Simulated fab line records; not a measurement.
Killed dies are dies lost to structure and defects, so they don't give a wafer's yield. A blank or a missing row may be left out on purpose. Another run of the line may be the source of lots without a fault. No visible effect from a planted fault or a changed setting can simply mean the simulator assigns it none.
Split-lot study :: flow n5-finfet :: route with 1938 steps; 7 lots, 21 wafers read

== THE SPLIT ==
At N5_BEOL_M3_DESCUM_33 (chemistry O2, time 7 s), the setting time-s was moved away from the recipe's 7 s on 5 of the 21 wafers read, by -13.2% to +18.5%. All remaining wafers had this setting at the recipe value.

The reading is taken at the split's own step.

== THE READING ==
CAR-EUV_of_BEOL_M3_COAT_22.thk-nm (the simulator's own value, which no gauge read), in nm, at N5_BEOL_M3_DESCUM_33 (chemistry O2, time 7 s). The file gives no usual value for it. Here, 16 wafers ran the recipe; their average is 26.1 nm with a standard deviation of 0.099 nm.

wafer: L074.1
tool, chamber at the split: rie-diel-05, 3,2
time-s as run, s: 7
against the recipe: recipe
CAR-EUV_of_BEOL_M3_COAT_22.thk-nm, nm: 26.2
against lot-mates on the recipe: -

wafer: L074.5
tool, chamber at the split: rie-diel-05, 3,2
time-s as run, s: 7
against the recipe: recipe
CAR-EUV_of_BEOL_M3_COAT_22.thk-nm, nm: 26.2
against lot-mates on the recipe: -

wafer: L074.2
tool, chamber at the split: rie-diel-05, 0
time-s as run, s: 6.076
against the recipe: -13.2%
CAR-EUV_of_BEOL_M3_COAT_22.thk-nm, nm: 26.8
against lot-mates on the recipe: +0.6

wafer: L076.1
tool, chamber at the split: rie-diel-02, 0
time-s as run, s: 6.482
against the recipe: -7.4%
CAR-EUV_of_BEOL_M3_COAT_22.thk-nm, nm: 26.2
against lot-mates on the recipe: +0.2

wafer: L076.4
tool, chamber at the split: rie-diel-02, 2,3
time-s as run, s: 7
against the recipe: recipe
CAR-EUV_of_BEOL_M3_COAT_22.thk-nm, nm: 26
against lot-mates on the recipe: -

wafer: L076.5
tool, chamber at the split: rie-diel-02, 2,3
time-s as run, s: 7
against the recipe: recipe
CAR-EUV_of_BEOL_M3_COAT_22.thk-nm, nm: 26
against lot-mates on the recipe: -

wafer: L079.2
tool, chamber at the split: rie-diel-01, 3,2,2
time-s as run, s: 7
against the recipe: recipe
CAR-EUV_of_BEOL_M3_COAT_22.thk-nm, nm: 26
against lot-mates on the recipe: -

wafer: L079.3
tool, chamber at the split: rie-diel-01, 3,2,2
time-s as run, s: 7
against the recipe: recipe
CAR-EUV_of_BEOL_M3_COAT_22.thk-nm, nm: 26
against lot-mates on the recipe: -

wafer: L079.5
tool, chamber at the split: rie-diel-01, 3,2,2
time-s as run, s: 7
against the recipe: recipe
CAR-EUV_of_BEOL_M3_COAT_22.thk-nm, nm: 26
against lot-mates on the recipe: -

wafer: L086.2
tool, chamber at the split: rie-diel-05, 1
time-s as run, s: 7
against the recipe: recipe
CAR-EUV_of_BEOL_M3_COAT_22.thk-nm, nm: 26.2
against lot-mates on the recipe: -

wafer: L086.3
tool, chamber at the split: rie-diel-05, 2
time-s as run, s: 6.269
against the recipe: -10.4%
CAR-EUV_of_BEOL_M3_COAT_22.thk-nm, nm: 26.4
against lot-mates on the recipe: +0.3

wafer: L086.5
tool, chamber at the split: rie-diel-05, 2
time-s as run, s: 7
against the recipe: recipe
CAR-EUV_of_BEOL_M3_COAT_22.thk-nm, nm: 26
against lot-mates on the recipe: -

wafer: L087.1
tool, chamber at the split: rie-diel-02, 2
time-s as run, s: 7.731
against the recipe: +10.4%
CAR-EUV_of_BEOL_M3_COAT_22.thk-nm, nm: 25.8
against lot-mates on the recipe: -0.3

wafer: L087.2
tool, chamber at the split: rie-diel-02, 3
time-s as run, s: 7
against the recipe: recipe
CAR-EUV_of_BEOL_M3_COAT_22.thk-nm, nm: 26.2
against lot-mates on the recipe: -

wafer: L087.6
tool, chamber at the split: rie-diel-02, 1
time-s as run, s: 7
against the recipe: recipe
CAR-EUV_of_BEOL_M3_COAT_22.thk-nm, nm: 26
against lot-mates on the recipe: -

wafer: L090.3
tool, chamber at the split: rie-diel-02, 3
time-s as run, s: 7
against the recipe: recipe
CAR-EUV_of_BEOL_M3_COAT_22.thk-nm, nm: 26.2
against lot-mates on the recipe: -

wafer: L090.5
tool, chamber at the split: rie-diel-02, 0,1
time-s as run, s: 7
against the recipe: recipe
CAR-EUV_of_BEOL_M3_COAT_22.thk-nm, nm: 26
against lot-mates on the recipe: -

wafer: L090.6
tool, chamber at the split: rie-diel-02, 0,1
time-s as run, s: 7
against the recipe: recipe
CAR-EUV_of_BEOL_M3_COAT_22.thk-nm, nm: 26
against lot-mates on the recipe: -

wafer: L094.1
tool, chamber at the split: rie-diel-02, 3,2
time-s as run, s: 7
against the recipe: recipe
CAR-EUV_of_BEOL_M3_COAT_22.thk-nm, nm: 26.2
against lot-mates on the recipe: -

wafer: L094.3
tool, chamber at the split: rie-diel-02, 3,2
time-s as run, s: 7
against the recipe: recipe
CAR-EUV_of_BEOL_M3_COAT_22.thk-nm, nm: 26.2
against lot-mates on the recipe: -

wafer: L094.6
tool, chamber at the split: rie-diel-02, 3
time-s as run, s: 8.292
against the recipe: +18.5%
CAR-EUV_of_BEOL_M3_COAT_22.thk-nm, nm: 25.6
against lot-mates on the recipe: -0.6
The file does not say which wafer passed through which chamber wherever a row lists several chambers: such a row stands for several wafers.

FIT RESULTS
A straight line over all 21 wafers: CAR-EUV_of_BEOL_M3_COAT_22.thk-nm changes by -0.0323 nm for each +1% of time-s; r = -0.87; the points scatter about the line by 0.12 nm.
The same after taking each lot's own level away (the mean of its wafers on the recipe; 21 wafers): -0.0339 nm for each +1%; r = -0.95; scatter 0.072 nm.
That fit puts the effect of the largest move of time-s on the reading at 0.63 nm.
The lots' own levels span 26.00 to 26.20 nm, that is 2.0 times the standard deviation above.
So the lot-to-lot level changes the slope little: the two slopes agree.
Check: for one of the wafers moved furthest among these (+18.5%), held out of the fit, the line's prediction against its lot-mates is -0.639 nm. Against them it came out at -0.6 nm.

== OTHER SPLITS APPLIED TO THESE WAFERS ==
Other splits were also applied to these wafers ahead of the reading. Each is held against what the fit with the lots' levels taken away leaves over:
other split on the same wafers: N5_BEOL_M0_SAQP_CUT_ETCH_46 time-s
wafers away from the commonest value: 8
r with CAR-EUV_of_BEOL_M3_COAT_22.thk-nm (lot level and that fit taken away): -0.10

other split on the same wafers: N5_BEOL_M1_ETCH_64 time-s
wafers away from the commonest value: 8
r with CAR-EUV_of_BEOL_M3_COAT_22.thk-nm (lot level and that fit taken away): +0.19

other split on the same wafers: N5_BEOL_M1_COAT_68 spin-rpm
wafers away from the commonest value: 3
r with CAR-EUV_of_BEOL_M3_COAT_22.thk-nm (lot level and that fit taken away): +0.01

other split on the same wafers: N5_BEOL_M2_HM_DEP_02 target-thk-a
wafers away from the commonest value: 5
r with CAR-EUV_of_BEOL_M3_COAT_22.thk-nm (lot level and that fit taken away): -0.02

other split on the same wafers: N5_BEOL_M2_EXPOSE_25 dose-mj
wafers away from the commonest value: 5
r with CAR-EUV_of_BEOL_M3_COAT_22.thk-nm (lot level and that fit taken away): +0.03

other split on the same wafers: N5_BEOL_M2_ALD_98 ald-cycles
wafers away from the commonest value: 3
r with CAR-EUV_of_BEOL_M3_COAT_22.thk-nm (lot level and that fit taken away): +0.11

== FILE'S OWN FIT ==
CAR-EUV_of_BEOL_M3_COAT_22.thk-nm changes by -0.0339 nm for each +1% of time-s, r = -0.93.
